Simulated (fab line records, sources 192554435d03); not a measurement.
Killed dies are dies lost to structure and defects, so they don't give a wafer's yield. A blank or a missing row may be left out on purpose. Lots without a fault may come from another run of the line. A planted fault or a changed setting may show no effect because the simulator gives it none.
Split-lot experiment | flow n5_finfet | 7 lots, 39 wafers read, on a route of 1938 steps

THE SPLIT
At N5_BEOL_M8_TRENCH_ETCH_37 (etches SiCOH lowk in C4F6/O2, target depth 93.478 nm, time 31.2 s), the setting time_s was moved away from the recipe's 31.2 s on 18 of the 39 wafers read, by -46.2% to +58.7%. The other wafers ran this setting at the recipe's value.

FROM THE SPLIT TO THE READING: what the file shows between them, 8 steps
- N5_BEOL_M8_ETCH_41: etches SiCN in CH3F/O2, target depth 31.9 nm, time 57.8 s
- N5_BEOL_M8_STRIP_80: strips in N2/H2, time 10 s
- N5_BEOL_M8_OCD_MEAS_38
- N5_BEOL_M8_HM_STRIP_39: strips TiN in peroxide tin strip, target depth 25 nm, time 158 s
- N5_BEOL_M8_SRD_40: time 30 s
- N5_BEOL_M8_ECD_50: material Cu, target thk 300 nm
- N5_BEOL_M8_ANNEAL_51: time 90 s
- N5_BEOL_M8_CMP_52: polishes, stops on SiCOH lowk, t overpolish 6.9 s, target thk 80 nm

THE READING
M8_THK, in nm, at N5_BEOL_M8_THK_MEAS_53 (measures by xrf). Fault-free wafers of this fab line usually give 83.1 nm, standard deviation 2.3 nm.

wafer  | tool, chamber at the split | time_s as run, s | against the recipe | M8_THK, nm | against lot-mates on the recipe
L076.1 | rie_diel-03, 0             | 44.3             | +42.0%             | 124.1      | +38.6
L076.2 | rie_diel-03, 1             | 31.2             | recipe             | 84.4       | -
L076.3 | rie_diel-03, 3             | 44.3             | +42.0%             | 120.1      | +34.6
L076.4 | rie_diel-03, 2             | 31.2             | recipe             | 86.2       | -
L076.5 | rie_diel-03, 2             | 31.2             | recipe             | 86.0       | -
L076.6 | rie_diel-03, 1             | 44.3             | +42.0%             | 123.3      | +37.8
L077.1 | rie_diel-04, 1             | 31.2             | recipe             | 86.2       | -
L077.2 | rie_diel-04, 2             | 31.2             | recipe             | 87.6       | -
L077.3 | rie_diel-04, 0             | 49.51            | +58.7%             | 137.9      | +52.7
L077.4 | rie_diel-04, 3             | 31.2             | recipe             | 81.7       | -
L077.5 | rie_diel-04, 3             | 49.51            | +58.7%             | 138.8      | +53.6
L077.6 | rie_diel-04, 2             | 49.51            | +58.7%             | 145.9      | +60.7
L084.1 | rie_diel-05, 3             | 38.89            | +24.6%             | 109.1      | +27.8
L084.2 | rie_diel-05, 2             | 38.89            | +24.6%             | 110.9      | +29.6
L084.3 | rie_diel-05, 1             | 31.2             | recipe             | 78.5       | -
L084.4 | rie_diel-05, 0             | 31.2             | recipe             | 84.0       | -
L084.5 | rie_diel-05, 1             | 38.89            | +24.6%             | 106.6      | +25.3
L084.6 | rie_diel-05, 0             | 31.2             | recipe             | 81.5       | -
L085.1 | rie_diel-05, 0             | 31.2             | recipe             | 84.2       | -
L085.2 | rie_diel-05, 3             | 17.71            | -43.2%             | 41.6       | -41.0
L085.3 | rie_diel-05, 1             | 17.71            | -43.2%             | 40.1       | -42.5
L085.4 | rie_diel-05, 2             | 17.71            | -43.2%             | 41.7       | -40.9
L085.5 | rie_diel-05, 1             | 31.2             | recipe             | 79.6       | -
L085.6 | rie_diel-05, 0             | 31.2             | recipe             | 83.9       | -
L086.2 | rie_diel-05, 2             | 31.2             | recipe             | 86.7       | -
L086.3 | rie_diel-05, 3             | 31.2             | recipe             | 82.6       | -
L086.4 | rie_diel-05, 1             | 31.2             | recipe             | 81.1       | -
L089.1 | rie_diel-03, 2             | 48.11            | +54.2%             | 142.0      | +58.0
L089.2 | rie_diel-03, 1             | 48.11            | +54.2%             | 141.8      | +57.8
L089.3 | rie_diel-03, 0             | 48.11            | +54.2%             | 136.5      | +52.5
L089.4 | rie_diel-03, 3             | 31.2             | recipe             | 83.6       | -
L089.5 | rie_diel-03, 3             | 31.2             | recipe             | 83.7       | -
L089.6 | rie_diel-03, 0             | 31.2             | recipe             | 84.6       | -
L091.1 | rie_diel-05, 1             | 31.2             | recipe             | 79.5       | -
L091.2 | rie_diel-05, 2             | 16.8             | -46.2%             | 38.1       | -43.2
L091.3 | rie_diel-05, 0             | 16.8             | -46.2%             | 37.7       | -43.6
L091.4 | rie_diel-05, 3             | 31.2             | recipe             | 83.5       | -
L091.5 | rie_diel-05, 3             | 16.8             | -46.2%             | 40.1       | -41.2
L091.6 | rie_diel-05, 0             | 31.2             | recipe             | 80.9       | -

THE FIT
A straight line over all 39 wafers: M8_THK changes by +0.988 nm for each +1% of time_s; r = +1.00; the points scatter about the line by 2.7 nm.
The same after taking each lot's own level away (the mean of its wafers on the recipe; 39 wafers): +0.962 nm for each +1%; r = +1.00; scatter 2.8 nm.
On that fit, the largest move of time_s shifts the reading by 56 nm.
The lots' own levels span 81.30 to 85.53 nm, that is 1.8 times the standard deviation above.
So the lot-to-lot level changes the slope little: the two slopes agree.
Check: with one of the wafers moved furthest among these (+58.7%) left out of the fit, the line predicts +57.3 nm for it against its lot-mates. It came out at +52.7 nm against them.

THE WHOLE CHAIN: every reading that the file lists as answering this split, in the file's order
step                      | what it does                                                        | reading                                                                          | change (the file's fit)                                                              | r (the file's)
N5_BEOL_M8_TRENCH_ETCH_37 | etches SiCOH lowk in C4F6/O2, target depth 93.478 nm, time 31.2 s   | BEOL_M8.feature_depth_nm (the simulator's own value, which no gauge read)        | +0.934 nm for each +1% of the setting                                                | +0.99
N5_BEOL_M8_TRENCH_ETCH_37 | etches SiCOH lowk in C4F6/O2, target depth 93.478 nm, time 31.2 s   | etch.depth_nm (the simulator's own value, which no gauge read)                   | +0.934 nm for each +1% of the setting                                                | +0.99
N5_BEOL_M8_TRENCH_ETCH_37 | etches SiCOH lowk in C4F6/O2, target depth 93.478 nm, time 31.2 s   | TiN_of_BEOL_M8_HM_DEP_02.thk_nm (the simulator's own value, which no gauge read) | -0.0259 nm for each +1% of the setting                                               | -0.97
N5_BEOL_M8_OCD_MEAS_38    |                                                                     | trench_depth_nm                                                                  | +0.934 nm for each +1% of the setting                                                | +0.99
N5_BEOL_M8_CMP_52         | polishes, stops on SiCOH lowk, t overpolish 6.9 s, target thk 80 nm | Cu_of_BEOL_M8_ECD_50.thk_nm (the simulator's own value, which no gauge read)     | +0.933 nm for each +1% of the setting                                                | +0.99
N5_BEOL_M8_THK_MEAS_53    | measures by xrf                                                     | M8_THK                                                                           | +0.965 for each +1% of the setting                                                   | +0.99
N5_BEOL_M8_RS_MEAS_57     | measures by four-point-probe                                        | M8_RS                                                                            | not straight: 0.731 at the lowest setting, 0.283 at the recipe, 0.157 at the highest | not given

THE FILE'S OWN FIT
M8_THK changes by +0.965 nm for each +1% of time_s, r = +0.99.
